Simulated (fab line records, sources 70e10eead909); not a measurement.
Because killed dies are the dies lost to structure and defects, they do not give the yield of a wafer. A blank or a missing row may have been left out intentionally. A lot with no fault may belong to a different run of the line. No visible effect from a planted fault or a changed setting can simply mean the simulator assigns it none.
Chamber matching + flow nandHarc + NHARC_A_SGD_CUT_DEP_00 on pecvd-02 has 3 sister chambers
The step deposits SiNx, target thk 50 nm. 20 wafers are shown with their chamber, then 10 later ones without.

== WAFERS PAIRED WITH THEIR CHAMBERS ==
| wafer  | chamber | heaterPowerW (W) |
|--------|---------|------------------|
| L081.2 | 2       | 729              |
| L081.3 | 1       | 817              |
| L081.5 | 1       | 813              |
| L081.1 | 0       | 779              |
| L081.4 | 0       | 798              |
| L081.6 | 2       | 743              |
| L084.2 | 1       | 856              |
| L084.3 | 2       | 834              |
| L084.5 | 0       | 665              |
| L082.1 | 0       | 729              |
| L082.4 | 0       | 731              |
| L082.6 | 2       | 864              |
| L087.3 | 1       | 873              |
| L087.5 | 2       | 793              |
| L087.6 | 1       | 888              |
| L086.1 | 1       | 818              |
| L086.3 | 0       | 758              |
| L086.6 | 2       | 795              |
| L089.1 | 2       | 796              |
| L089.2 | 1       | 825              |

SIGNATURES (means of the wafers above)
| reading      | chamber 0 | chamber 1 | chamber 2 | scatter within a chamber |
|--------------|-----------|-----------|-----------|--------------------------|
| heaterPowerW | 743.33    | 841.43    | 793.43    | 41.9                     |
Rule: a wafer lies at a distance from a chamber equal to the root of the sum of squares, over the readings, of (its reading less the chamber's mean, divided by the reading's scatter). The wafer belongs to the nearest chamber; if the next one is less than 2 further off, it can't be placed. How the scatter is found: for the shown wafers, subtract from each reading the mean of its chamber, square and add these, divide the total by (wafers less chambers), then take the root.

== WAFERS MISSING THEIR CHAMBER ==
| wafer  | heaterPowerW (W) |
|--------|------------------|
| L089.5 | 809              |
| L091.1 | 757              |
| L091.5 | 777              |
| L091.6 | 849              |
| L095.1 | 701              |
| L095.2 | 776              |
| L095.3 | 866              |
| L095.4 | 772              |
| L095.5 | 693              |
| L095.6 | 707              |

== WHICH CHAMBER EACH WENT THROUGH ==
| wafer  | from the rows above          | in truth |
|--------|------------------------------|----------|
| L089.5 | can't be placed: 2 or 1 or 0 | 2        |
| L091.1 | can't be placed: 0 or 2 or 1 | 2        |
| L091.5 | can't be placed: 2 or 0 or 1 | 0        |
| L091.6 | can't be placed: 1 or 2      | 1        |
| L095.1 | can't be placed: 0 or 2      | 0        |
| L095.2 | can't be placed: 2 or 0 or 1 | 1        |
| L095.3 | can't be placed: 1 or 2      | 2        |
| L095.4 | can't be placed: 2 or 0 or 1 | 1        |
| L095.5 | can't be placed: 0 or 2      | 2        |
| L095.6 | can't be placed: 0 or 2      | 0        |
Correct placement for 0 of the 10. These rows do not allow placing 10 (true chamber among the candidates in 10). Placed wrongly: 0.
